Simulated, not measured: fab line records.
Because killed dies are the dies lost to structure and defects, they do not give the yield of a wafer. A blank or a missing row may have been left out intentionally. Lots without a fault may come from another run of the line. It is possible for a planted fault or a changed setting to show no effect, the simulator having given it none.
fab line records || flow n5_finfet
record: {"lots": 6, "wafers": 18, "last_day": 17}
route steps=1938 shown SD_EPI_N@283 SD_EPI_P@295
lots with no fault: from the same line, run without faults
start_h: hours from the record's first day to the start of the lot's first wafer shown || wait_h: hours elapsed since this lot's preceding step || " same as the row above || L1.1+2: a single row standing in for several wafers || - no value present, or no start provided || * or withheld: withheld || < > ~ a bound
route shown NAME@n: a module of which the file shows steps, and the number in the route of the first || usual: average and standard deviation across the fault-free wafers || same: alike in all rows || chamber/n: place in a boat || sites: readings site by site || _std_site: the standard deviation of these || _edge_site: mean of outer sites minus mean of inner sites || radius_mm: for every site, how far away it sits from the centre of the wafer || mask NAME#n: copy n || behind: tool/chamber where the wafer was last shaped || hold: why the lot went on hold/how many hours it stayed there/how the hold came to an end || device: names the non-switching transistor (n, p or np) || end of line: the same wafers' tests at the end of the route || for a step that has no rows: nothing shown but its recipe || killed: at the first sort, the dies lost to defects and structure; wafer yield is something else || map: per-die view of a wafer (x killed, . not killed, _ where there is no die)
set.NAME: the setting that was run; set.NAME@STEP: the one run at that earlier step || model.NAME: the simulator's own value behind a step, which no gauge read
lots at some steps of the route; a table a step, a row a wafer
services: when a tool's chamber went out of use (start_h, in hours from the record's first day, below 0 if earlier), for how many hours, and the reason
== steps ==
step: N5_SD_EPI_N_WET_ETCH_43
recipe: {"chemistry": "dHF", "dilution": "withheld", "time_s": 14, "target": "SiO2", "target_depth_a": 15, "temp_c": 25}
step: N5_SD_EPI_N_STRIP_18
recipe: {"chemistry": "SPM", "time_s": 750, "temp_c": 130, "h2so4_h2o2_vol_ratio": 4}
step: N5_SD_EPI_N_SRD_20
recipe: {"dry": "ipa_marangoni", "do_ppb": 5, "time_s": 30, "temp_c": 23, "rinse_liquid": "diw"}
step: N5_SD_EPI_N_PRECLEAN_48
recipe: {"chemistry": "NF3:NH3", "afs_cycles": 2, "temp_c": 30, "time_s": 20, "sublimation_temp_c": 180, "sublimation_time_s": 60, "pressure_torr": 3, "rf_power_w": 30}
step: N5_SD_EPI_N_VAPOR_ETCH_50
recipe: {"chemistry": "HCl", "target": "Si", "temp_c": 775, "time_s": 54, "pressure_torr": 20, "mode": "isotropic"}
usual: {"chamber_pressure_Torr": "19.99/0.049", "lamp_inner_pct": "20.0/1.9", "throttle_valve_pct": "11.82/0.25"}
{"lot.wafer": "L951.2", "tool": "epi_rpcvd-02", "chamber": 0, "start_h": 55.25, "wait_h": 0.3, "chamber_pressure_Torr": 19.95, "lamp_inner_pct": 21.2, "throttle_valve_pct": 11.95}
{"lot.wafer": "L951.3", "tool": "epi_rpcvd-02", "chamber": 0, "start_h": 55.25, "wait_h": 0.3, "chamber_pressure_Torr": 19.93, "lamp_inner_pct": 21.4, "throttle_valve_pct": 11.86}
{"lot.wafer": "L951.5", "tool": "epi_rpcvd-02", "chamber": 0, "start_h": 55.25, "wait_h": 0.3, "chamber_pressure_Torr": 19.92, "lamp_inner_pct": 21.5, "throttle_valve_pct": 11.71}
{"lot.wafer": "L952.2", "tool": "epi_rpcvd-01", "chamber": 0, "start_h": 63.25, "wait_h": 0.4, "chamber_pressure_Torr": 19.98, "lamp_inner_pct": 18.3, "throttle_valve_pct": 11.69}
{"lot.wafer": "L952.3", "tool": "epi_rpcvd-01", "chamber": 0, "start_h": 63.25, "wait_h": 0.4, "chamber_pressure_Torr": 19.95, "lamp_inner_pct": 18.0, "throttle_valve_pct": 11.59}
{"lot.wafer": "L952.4", "tool": "epi_rpcvd-01", "chamber": 0, "start_h": 63.25, "wait_h": 0.4, "chamber_pressure_Torr": 20.02, "lamp_inner_pct": 18.0, "throttle_valve_pct": 11.29}
{"lot.wafer": "L958.1", "tool": "epi_rpcvd-04", "chamber": 0, "start_h": 101.02, "wait_h": 0.3, "chamber_pressure_Torr": 20.02, "lamp_inner_pct": 22.5, "throttle_valve_pct": 11.53}
{"lot.wafer": "L958.4", "tool": "epi_rpcvd-04", "chamber": 0, "start_h": 101.02, "wait_h": 0.3, "chamber_pressure_Torr": 20.01, "lamp_inner_pct": 22.6, "throttle_valve_pct": 11.50}
{"lot.wafer": "L958.5", "tool": "epi_rpcvd-04", "chamber": 0, "start_h": 101.02, "wait_h": 0.3, "chamber_pressure_Torr": 20.04, "lamp_inner_pct": 22.7, "throttle_valve_pct": 11.36}
{"lot.wafer": "L960.2", "tool": "epi_rpcvd-02", "chamber": 0, "start_h": 112.25, "wait_h": 0.3, "chamber_pressure_Torr": 19.89, "lamp_inner_pct": 21.2, "throttle_valve_pct": 11.89}
{"lot.wafer": "L960.3", "tool": "epi_rpcvd-02", "chamber": 0, "start_h": 112.25, "wait_h": 0.3, "chamber_pressure_Torr": 19.93, "lamp_inner_pct": 21.3, "throttle_valve_pct": 11.72}
{"lot.wafer": "L960.4", "tool": "epi_rpcvd-02", "chamber": 0, "start_h": 112.25, "wait_h": 0.3, "chamber_pressure_Torr": 19.93, "lamp_inner_pct": 21.0, "throttle_valve_pct": 11.97}
{"lot.wafer": "L970.2", "tool": "epi_rpcvd-01", "chamber": 0, "start_h": 170.18, "wait_h": 0.3, "chamber_pressure_Torr": 19.97, "lamp_inner_pct": 17.9, "throttle_valve_pct": 11.81}
{"lot.wafer": "L970.4", "tool": "epi_rpcvd-01", "chamber": 0, "start_h": 170.18, "wait_h": 0.3, "chamber_pressure_Torr": 19.93, "lamp_inner_pct": 18.0, "throttle_valve_pct": 12.08}
{"lot.wafer": "L970.6", "tool": "epi_rpcvd-01", "chamber": 0, "start_h": 170.18, "wait_h": 0.3, "chamber_pressure_Torr": 19.96, "lamp_inner_pct": 18.0, "throttle_valve_pct": 11.85}
{"lot.wafer": "L973.3", "tool": "epi_rpcvd-02", "chamber": 0, "start_h": 190.42, "wait_h": 0.2, "chamber_pressure_Torr": 19.89, "lamp_inner_pct": 21.6, "throttle_valve_pct": 11.72}
{"lot.wafer": "L973.5", "tool": "epi_rpcvd-02", "chamber": 0, "start_h": 190.42, "wait_h": 0.2, "chamber_pressure_Torr": 20.02, "lamp_inner_pct": 21.3, "throttle_valve_pct": 12.18}
{"lot.wafer": "L973.6", "tool": "epi_rpcvd-02", "chamber": 0, "start_h": 190.42, "wait_h": 0.2, "chamber_pressure_Torr": 19.97, "lamp_inner_pct": 21.5, "throttle_valve_pct": 12.07}
step: N5_SD_EPI_N_EPI_21
recipe: {"material": "Si:P", "dopant": "P", "temp_c": 680, "pressure_torr": 255, "time_s": 690}
step: N5_SD_EPI_N_EPI_MEAS_23
recipe: {"mode": "xrd"}
usual: {"thk_nm": "59.0/1.2"}
{"lot.wafer": "L951.2", "tool": "film_metro-02", "chamber": "-", "start_h": 57.13, "wait_h": 1.2, "thk_nm": 59.0}
{"lot.wafer": "L951.3", "tool": "film_metro-02", "chamber": "-", "start_h": 57.13, "wait_h": 1.2, "thk_nm": 61.1}
{"lot.wafer": "L951.5", "tool": "film_metro-02", "chamber": "-", "start_h": 57.13, "wait_h": 1.2, "thk_nm": 60.9}
{"lot.wafer": "L952.2", "tool": "film_metro-02", "chamber": "-", "start_h": 65.73, "wait_h": 1.5, "thk_nm": 59.9}
{"lot.wafer": "L952.3", "tool": "film_metro-02", "chamber": "-", "start_h": 65.73, "wait_h": 1.5, "thk_nm": 60.0}
{"lot.wafer": "L952.4", "tool": "film_metro-02", "chamber": "-", "start_h": 65.73, "wait_h": 1.5, "thk_nm": 58.0}
{"lot.wafer": "L958.1", "tool": "film_metro-02", "chamber": "-", "start_h": 102.91, "wait_h": 1.4, "thk_nm": 57.9}
{"lot.wafer": "L958.4", "tool": "film_metro-02", "chamber": "-", "start_h": 102.91, "wait_h": 1.4, "thk_nm": 58.9}
{"lot.wafer": "L958.5", "tool": "film_metro-02", "chamber": "-", "start_h": 102.91, "wait_h": 1.4, "thk_nm": 58.4}
{"lot.wafer": "L960.2", "tool": "film_metro-02", "chamber": "-", "start_h": 114.12, "wait_h": 1.2, "thk_nm": 57.7}
{"lot.wafer": "L960.3", "tool": "film_metro-02", "chamber": "-", "start_h": 114.12, "wait_h": 1.2, "thk_nm": 56.5}
{"lot.wafer": "L960.4", "tool": "film_metro-02", "chamber": "-", "start_h": 114.12, "wait_h": 1.2, "thk_nm": 57.6}
{"lot.wafer": "L970.2", "tool": "film_metro-01", "chamber": "-", "start_h": 172.05, "wait_h": 1.2, "thk_nm": 59.6}
{"lot.wafer": "L970.4", "tool": "film_metro-01", "chamber": "-", "start_h": 172.05, "wait_h": 1.2, "thk_nm": 59.0}
{"lot.wafer": "L970.6", "tool": "film_metro-01", "chamber": "-", "start_h": 172.05, "wait_h": 1.2, "thk_nm": 60.3}
{"lot.wafer": "L973.3", "tool": "film_metro-02", "chamber": "-", "start_h": 192.26, "wait_h": 0.9, "thk_nm": 60.5}
{"lot.wafer": "L973.5", "tool": "film_metro-02", "chamber": "-", "start_h": 192.26, "wait_h": 0.9, "thk_nm": 59.6}
{"lot.wafer": "L973.6", "tool": "film_metro-02", "chamber": "-", "start_h": 192.26, "wait_h": 0.9, "thk_nm": 58.8}
step: N5_SD_EPI_N_PRECLEAN_24
recipe: {"chemistry": "O3/DIW", "time_s": 60, "temp_c": 22, "o3_ppm": 10}
step: N5_SD_EPI_N_SRD_25
recipe: {"time_s": 30, "temp_c": 23, "rinse_liquid": "diw", "dry": "ipa_marangoni"}
step: N5_SD_EPI_N_PRECLEAN_49
recipe: {"chemistry": "NF3:NH3", "afs_cycles": 1, "temp_c": 30, "time_s": 20, "sublimation_temp_c": 180, "sublimation_time_s": 60, "pressure_torr": 3, "rf_power_w": 30}
step: N5_SD_EPI_N_LINER_46
recipe: {"material": "SiNx", "target_thk_a": 30, "temp_c": 400, "ald_precursor_family": "SiH2I2", "ald_co_reactant": "N2/H2-plasma", "pressure_torr": 2}
usual: {"chamber_pressure_Torr": "2.000/0.0046", "heater_power_outer_w": "553/76", "heater_power_w": "892/120"}
{"lot.wafer": "L951.2", "tool": "ald_sin-04", "chamber": 2, "start_h": 57.52, "wait_h": 0.2, "chamber_pressure_Torr": 1.996, "heater_power_outer_w": 434, "heater_power_w": 713}
{"lot.wafer": "L951.3", "tool": "ald_sin-04", "chamber": 3, "start_h": 57.52, "wait_h": 0.2, "chamber_pressure_Torr": 1.999, "heater_power_outer_w": 566, "heater_power_w": 914}
{"lot.wafer": "L951.5", "tool": "ald_sin-04", "chamber": 3, "start_h": 57.52, "wait_h": 0.2, "chamber_pressure_Torr": 2.000, "heater_power_outer_w": 561, "heater_power_w": 911}
{"lot.wafer": "L952.2", "tool": "ald_sin-03", "chamber": 3, "start_h": 66.10, "wait_h": 0.1, "chamber_pressure_Torr": 2.005, "heater_power_outer_w": 684, "heater_power_w": 1028}
{"lot.wafer": "L952.3", "tool": "ald_sin-03", "chamber": 1, "start_h": 66.10, "wait_h": 0.1, "chamber_pressure_Torr": 2.003, "heater_power_outer_w": 475, "heater_power_w": 826}
{"lot.wafer": "L952.4", "tool": "ald_sin-03", "chamber": 0, "start_h": 66.10, "wait_h": 0.1, "chamber_pressure_Torr": 1.993, "heater_power_outer_w": 577, "heater_power_w": 1039}
{"lot.wafer": "L958.1", "tool": "ald_sin-02", "chamber": 0, "start_h": 103.30, "wait_h": 0.2, "chamber_pressure_Torr": 1.998, "heater_power_outer_w": 571, "heater_power_w": 938}
{"lot.wafer": "L958.4", "tool": "ald_sin-02", "chamber": 2, "start_h": 103.30, "wait_h": 0.2, "chamber_pressure_Torr": 1.999, "heater_power_outer_w": 615, "heater_power_w": 955}
{"lot.wafer": "L958.5", "tool": "ald_sin-02", "chamber": 3, "start_h": 103.30, "wait_h": 0.2, "chamber_pressure_Torr": 1.996, "heater_power_outer_w": 499, "heater_power_w": 767}
{"lot.wafer": "L960.2", "tool": "ald_sin-04", "chamber": 2, "start_h": 114.50, "wait_h": 0.2, "chamber_pressure_Torr": 1.997, "heater_power_outer_w": 443, "heater_power_w": 737}
{"lot.wafer": "L960.3", "tool": "ald_sin-04", "chamber": 1, "start_h": 114.50, "wait_h": 0.2, "chamber_pressure_Torr": 2.011, "heater_power_outer_w": 431, "heater_power_w": 696}
{"lot.wafer": "L960.4", "tool": "ald_sin-04", "chamber": 0, "start_h": 114.50, "wait_h": 0.2, "chamber_pressure_Torr": 1.985, "heater_power_outer_w": 583, "heater_power_w": 906}
{"lot.wafer": "L970.2", "tool": "ald_sin-02", "chamber": 2, "start_h": 172.89, "wait_h": 0.7, "chamber_pressure_Torr": 1.990, "heater_power_outer_w": 605, "heater_power_w": 980}
{"lot.wafer": "L970.4", "tool": "ald_sin-02", "chamber": 0, "start_h": 172.89, "wait_h": 0.7, "chamber_pressure_Torr": 2.007, "heater_power_outer_w": 564, "heater_power_w": 918}
{"lot.wafer": "L970.6", "tool": "ald_sin-02", "chamber": 2, "start_h": 172.89, "wait_h": 0.7, "chamber_pressure_Torr": 1.992, "heater_power_outer_w": 616, "heater_power_w": 982}
{"lot.wafer": "L973.3", "tool": "ald_sin-02", "chamber": 1, "start_h": 192.70, "wait_h": 0.2, "chamber_pressure_Torr": 1.999, "heater_power_outer_w": 686, "heater_power_w": 1059}
{"lot.wafer": "L973.5", "tool": "ald_sin-02", "chamber": 1, "start_h": 192.70, "wait_h": 0.2, "chamber_pressure_Torr": 1.999, "heater_power_outer_w": 662, "heater_power_w": 1093}
{"lot.wafer": "L973.6", "tool": "ald_sin-02", "chamber": 2, "start_h": 192.70, "wait_h": 0.2, "chamber_pressure_Torr": 1.994, "heater_power_outer_w": 620, "heater_power_w": 986}
step: N5_SD_EPI_N_INSPECT_26
recipe: {"inspect_instrument": "darkfield", "mode": "post_epi"}
usual: {"raw_defect_count": "199/41"}
{"lot.wafer": "L951.2", "tool": "defect_inspect-01", "chamber": "-", "start_h": 57.77, "wait_h": 0.1, "raw_defect_count": 155}
{"lot.wafer": "L951.3", "tool": "defect_inspect-01", "chamber": "-", "start_h": 57.77, "wait_h": 0.1, "raw_defect_count": 178}
{"lot.wafer": "L951.5", "tool": "defect_inspect-01", "chamber": "-", "start_h": 57.77, "wait_h": 0.1, "raw_defect_count": 131}
{"lot.wafer": "L952.2", "tool": "defect_inspect-02", "chamber": "-", "start_h": 66.35, "wait_h": 0.1, "raw_defect_count": 156}
{"lot.wafer": "L952.3", "tool": "defect_inspect-02", "chamber": "-", "start_h": 66.35, "wait_h": 0.1, "raw_defect_count": 166}
{"lot.wafer": "L952.4", "tool": "defect_inspect-02", "chamber": "-", "start_h": 66.35, "wait_h": 0.1, "raw_defect_count": 140}
{"lot.wafer": "L958.1", "tool": "defect_inspect-01", "chamber": "-", "start_h": 103.55, "wait_h": 0.1, "raw_defect_count": 211}
{"lot.wafer": "L958.4", "tool": "defect_inspect-01", "chamber": "-", "start_h": 103.55, "wait_h": 0.1, "raw_defect_count": 248}
{"lot.wafer": "L958.5", "tool": "defect_inspect-01", "chamber": "-", "start_h": 103.55, "wait_h": 0.1, "raw_defect_count": 244}
{"lot.wafer": "L960.2", "tool": "defect_inspect-01", "chamber": "-", "start_h": 114.75, "wait_h": 0.1, "raw_defect_count": 228}
{"lot.wafer": "L960.3", "tool": "defect_inspect-01", "chamber": "-", "start_h": 114.75, "wait_h": 0.1, "raw_defect_count": 226}
{"lot.wafer": "L960.4", "tool": "defect_inspect-01", "chamber": "-", "start_h": 114.75, "wait_h": 0.1, "raw_defect_count": 241}
{"lot.wafer": "L970.2", "tool": "defect_inspect-01", "chamber": "-", "start_h": 173.14, "wait_h": 0.1, "raw_defect_count": 206}
{"lot.wafer": "L970.4", "tool": "defect_inspect-01", "chamber": "-", "start_h": 173.14, "wait_h": 0.1, "raw_defect_count": 163}
{"lot.wafer": "L970.6", "tool": "defect_inspect-01", "chamber": "-", "start_h": 173.14, "wait_h": 0.1, "raw_defect_count": 224}
{"lot.wafer": "L973.3", "tool": "defect_inspect-01", "chamber": "-", "start_h": 192.95, "wait_h": 0.1, "raw_defect_count": 174}
{"lot.wafer": "L973.5", "tool": "defect_inspect-01", "chamber": "-", "start_h": 192.95, "wait_h": 0.1, "raw_defect_count": 123}
{"lot.wafer": "L973.6", "tool": "defect_inspect-01", "chamber": "-", "start_h": 192.95, "wait_h": 0.1, "raw_defect_count": 192}
step: N5_SD_EPI_P_COAT_34
recipe: {"resist": "SOC", "temp_c": 250, "time_s": 60, "spin_rpm": 1500, "resist_thk_nm": 350}
usual: {"spin_speed_rpm": "1500.0/0.95"}
{"lot.wafer": "L951.2", "tool": "litho_track-02", "chamber": 0, "start_h": 57.80, "wait_h": 0.0, "spin_speed_rpm": 1500.4, "model.SOC_of_SD_EPI_P_COAT_34.thk_nm": 348.6}
{"lot.wafer": "L951.3", "tool": "litho_track-02", "chamber": 0, "start_h": 57.80, "wait_h": 0.0, "spin_speed_rpm": 1499.0, "model.SOC_of_SD_EPI_P_COAT_34.thk_nm": 349.6}
{"lot.wafer": "L951.5", "tool": "litho_track-02", "chamber": 0, "start_h": 57.80, "wait_h": 0.0, "spin_speed_rpm": 1501.3, "model.SOC_of_SD_EPI_P_COAT_34.thk_nm": 349.6}
{"lot.wafer": "L952.2", "tool": "litho_track-04", "chamber": 0, "start_h": 66.38, "wait_h": 0.0, "spin_speed_rpm": 1500.0, "model.SOC_of_SD_EPI_P_COAT_34.thk_nm": 351.6}
{"lot.wafer": "L952.3", "tool": "litho_track-04", "chamber": 0, "start_h": 66.38, "wait_h": 0.0, "spin_speed_rpm": 1500.5, "model.SOC_of_SD_EPI_P_COAT_34.thk_nm": 351.4}
{"lot.wafer": "L952.4", "tool": "litho_track-04", "chamber": 0, "start_h": 66.38, "wait_h": 0.0, "spin_speed_rpm": 1499.3, "model.SOC_of_SD_EPI_P_COAT_34.thk_nm": 351.6}
{"lot.wafer": "L958.1", "tool": "litho_track-02", "chamber": 0, "start_h": 103.58, "wait_h": 0.0, "spin_speed_rpm": 1639.9, "model.SOC_of_SD_EPI_P_COAT_34.thk_nm": 335.8}
{"lot.wafer": "L958.4", "tool": "litho_track-02", "chamber": 0, "start_h": 103.58, "wait_h": 0.0, "spin_speed_rpm": 1640.6, "model.SOC_of_SD_EPI_P_COAT_34.thk_nm": 335.6}
{"lot.wafer": "L958.5", "tool": "litho_track-02", "chamber": 0, "start_h": 103.58, "wait_h": 0.0, "spin_speed_rpm": 1638.3, "model.SOC_of_SD_EPI_P_COAT_34.thk_nm": 335.8}
{"lot.wafer": "L960.2", "tool": "litho_track-02", "chamber": 0, "start_h": 114.78, "wait_h": 0.0, "spin_speed_rpm": 1638.0, "model.SOC_of_SD_EPI_P_COAT_34.thk_nm": 335.6}
{"lot.wafer": "L960.3", "tool": "litho_track-02", "chamber": 0, "start_h": 114.78, "wait_h": 0.0, "spin_speed_rpm": 1640.0, "model.SOC_of_SD_EPI_P_COAT_34.thk_nm": 335.8}
{"lot.wafer": "L960.4", "tool": "litho_track-02", "chamber": 0, "start_h": 114.78, "wait_h": 0.0, "spin_speed_rpm": 1637.6, "model.SOC_of_SD_EPI_P_COAT_34.thk_nm": 335.4}
{"lot.wafer": "L970.2", "tool": "litho_track-04", "chamber": 0, "start_h": 173.17, "wait_h": 0.0, "spin_speed_rpm": 1499.6, "model.SOC_of_SD_EPI_P_COAT_34.thk_nm": 350.6}
{"lot.wafer": "L970.4", "tool": "litho_track-04", "chamber": 0, "start_h": 173.17, "wait_h": 0.0, "spin_speed_rpm": 1500.0, "model.SOC_of_SD_EPI_P_COAT_34.thk_nm": 350.6}
{"lot.wafer": "L970.6", "tool": "litho_track-04", "chamber": 0, "start_h": 173.17, "wait_h": 0.0, "spin_speed_rpm": 1499.2, "model.SOC_of_SD_EPI_P_COAT_34.thk_nm": 350.8}
{"lot.wafer": "L973.3", "tool": "litho_track-04", "chamber": 0, "start_h": 192.98, "wait_h": 0.0, "spin_speed_rpm": 1499.2, "model.SOC_of_SD_EPI_P_COAT_34.thk_nm": 351.8}
{"lot.wafer": "L973.5", "tool": "litho_track-04", "chamber": 0, "start_h": 192.98, "wait_h": 0.0, "spin_speed_rpm": 1498.8, "model.SOC_of_SD_EPI_P_COAT_34.thk_nm": 351.6}
{"lot.wafer": "L973.6", "tool": "litho_track-04", "chamber": 0, "start_h": 192.98, "wait_h": 0.0, "spin_speed_rpm": 1498.3, "model.SOC_of_SD_EPI_P_COAT_34.thk_nm": 351}
step: N5_SD_EPI_P_COAT_35
recipe: {"resist": "SiARC", "temp_c": 220, "time_s": 60, "spin_rpm": 1500, "resist_thk_nm": 35}
== services ==
{"tool": "ald_sin-04", "chamber": 0, "start_h": 41.56, "hours": 10.4, "kind": "repair"}
{"tool": "epi_rpcvd-01", "chamber": "-", "start_h": 51.99, "hours": 6.0, "kind": "pm"}
{"tool": "ald_sin-03", "chamber": 2, "start_h": 80.06, "hours": 14.1, "kind": "repair"}
{"tool": "ald_sin-03", "chamber": "-", "start_h": 85.41, "hours": 14.0, "kind": "pm"}
{"tool": "ald_sin-03", "chamber": 0, "start_h": 85.41, "hours": 14.0, "kind": "vent_cycle"}
{"tool": "ald_sin-03", "chamber": 1, "start_h": 85.41, "hours": 14.0, "kind": "vent_cycle"}
{"tool": "ald_sin-03", "chamber": 3, "start_h": 85.41, "hours": 14.0, "kind": "vent_cycle"}
{"tool": "ald_sin-03", "chamber": 0, "start_h": 99.41, "hours": "-", "kind": "clean"}
{"tool": "ald_sin-03", "chamber": 1, "start_h": 99.41, "hours": "-", "kind": "clean"}
{"tool": "ald_sin-03", "chamber": 2, "start_h": 99.41, "hours": "-", "kind": "clean"}
{"tool": "ald_sin-03", "chamber": 3, "start_h": 99.41, "hours": "-", "kind": "clean"}
{"tool": "ald_sin-03", "chamber": 0, "start_h": 107.21, "hours": 21.4, "kind": "repair"}
{"tool": "ald_sin-02", "chamber": "-", "start_h": 113.10, "hours": 2.8, "kind": "pm"}
{"tool": "ald_sin-04", "chamber": "-", "start_h": 179.10, "hours": 14.0, "kind": "pm"}
{"tool": "ald_sin-04", "chamber": 0, "start_h": 179.10, "hours": 14.0, "kind": "vent_cycle"}
{"tool": "ald_sin-04", "chamber": 1, "start_h": 179.10, "hours": 14.0, "kind": "vent_cycle"}
{"tool": "ald_sin-04", "chamber": 2, "start_h": 179.10, "hours": 14.0, "kind": "vent_cycle"}
{"tool": "ald_sin-04", "chamber": 3, "start_h": 179.10, "hours": 14.0, "kind": "vent_cycle"}
{"tool": "epi_rpcvd-01", "chamber": "-", "start_h": 179.69, "hours": 1.7, "kind": "repair"}
{"tool": "ald_sin-03", "chamber": "-", "start_h": 191.82, "hours": 6.1, "kind": "pm"}
== key ==
first_sign: {"step": "N5_SD_EPI_P_COAT_34", "reading": "spin_speed_rpm", "direction": "up", "sigmas": "99+", "usual": "*", "struck": "*"}
effect none on later readings
model_effect: {"step": "N5_SD_EPI_P_COAT_34", "value": "SOC_of_SD_EPI_P_COAT_34.thk_nm", "without": 350.9, "struck": 335.7}
met_at N5_SD_EPI_P_COAT_34
struck_wafers L958.1,L958.4,L958.5,L960.2,L960.3,L960.4
rows_end L958.1,L958.4,L958.5
onset_between 57.80 103.58
fault: {"kind": "process_parameter_drift", "tool": "litho_track-02", "chamber": "-", "onset_h": 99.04, "steps": "N5_SD_EPI_P_COAT_34", "channel": "spin_rpm", "offset": "*", "shape": "step", "acts_in": "*", "stated": "*"}
rows_end: these wafers met a further fault down the route, and their rows from its step on are left out
